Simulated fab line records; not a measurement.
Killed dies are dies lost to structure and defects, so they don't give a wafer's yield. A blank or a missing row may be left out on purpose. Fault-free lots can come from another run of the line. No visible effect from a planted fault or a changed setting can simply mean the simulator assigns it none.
Matching of chambers :: flow n5-finfet :: rie-diel-04 running N5_STI_FIN_REVEAL_ETCHBACK_08: 4 sister chambers
The step etches SiO2 in C4F6/O2, target depth 30.5 nm, time 10.167 s. 8 wafers are shown with their chamber, then 11 later ones without.

WAFERS PAIRED WITH THEIR CHAMBERS
wafer: L080.3
chamber: 2
rf-vpp-V (V): 690
throttle-valve-pct (%): 20.78

wafer: L080.5
chamber: 0
rf-vpp-V (V): 671
throttle-valve-pct (%): 21.20

wafer: L083.2
chamber: 2
rf-vpp-V (V): 691
throttle-valve-pct (%): 20.77

wafer: L083.3
chamber: 1
rf-vpp-V (V): 694
throttle-valve-pct (%): 21.22

wafer: L085.1
chamber: 3
rf-vpp-V (V): 632
throttle-valve-pct (%): 20.78

wafer: L085.2
chamber: 1
rf-vpp-V (V): 693
throttle-valve-pct (%): 21.22

wafer: L085.3
chamber: 0
rf-vpp-V (V): 672
throttle-valve-pct (%): 21.20

wafer: L086.3
chamber: 3
rf-vpp-V (V): 632
throttle-valve-pct (%): 20.80

WAFERS WHOSE CHAMBER IS MISSING
wafer: L086.4
rf-vpp-V (V): 693
throttle-valve-pct (%): 21.25

wafer: L086.5
rf-vpp-V (V): 691
throttle-valve-pct (%): 20.78

wafer: L092.1
rf-vpp-V (V): 632
throttle-valve-pct (%): 20.83

wafer: L092.4
rf-vpp-V (V): 691
throttle-valve-pct (%): 20.80

wafer: L092.6
rf-vpp-V (V): 692
throttle-valve-pct (%): 21.25

wafer: L095.2
rf-vpp-V (V): 689
throttle-valve-pct (%): 20.79

wafer: L095.3
rf-vpp-V (V): 694
throttle-valve-pct (%): 21.25

wafer: L095.5
rf-vpp-V (V): 672
throttle-valve-pct (%): 21.22

wafer: L096.2
rf-vpp-V (V): 694
throttle-valve-pct (%): 21.27

wafer: L096.3
rf-vpp-V (V): 691
throttle-valve-pct (%): 20.81

wafer: L096.4
rf-vpp-V (V): 671
throttle-valve-pct (%): 21.23

CHAMBER TAKEN BY EACH
wafer: L086.4
from the rows above: 1
in truth: 1

wafer: L086.5
from the rows above: 2
in truth: 2

wafer: L092.1
from the rows above: 3
in truth: 3

wafer: L092.4
from the rows above: 2
in truth: 2

wafer: L092.6
from the rows above: 1
in truth: 1

wafer: L095.2
from the rows above: 2
in truth: 2

wafer: L095.3
from the rows above: 1
in truth: 1

wafer: L095.5
from the rows above: 0
in truth: 0

wafer: L096.2
from the rows above: 1
in truth: 1

wafer: L096.3
from the rows above: 2
in truth: 2

wafer: L096.4
from the rows above: 0
in truth: 0
Correctly placed: 11 of 11. Can't be placed from these rows: 0. Placed wrongly: 0.
How it was worked out, from the rows above alone: a wafer's distance from a chamber is the root of the sum, over the readings, of the square of ((its reading less the chamber's mean) divided by the reading's scatter). The wafer belongs to the nearest chamber; if the next one is less than 2 further off, it can't be placed. The mean given for a chamber averages the wafers shown for that chamber. The scatter is the square root of a quotient: the sum, over the shown wafers, of each reading's squared deviation from its chamber's mean, divided by wafers minus chambers.
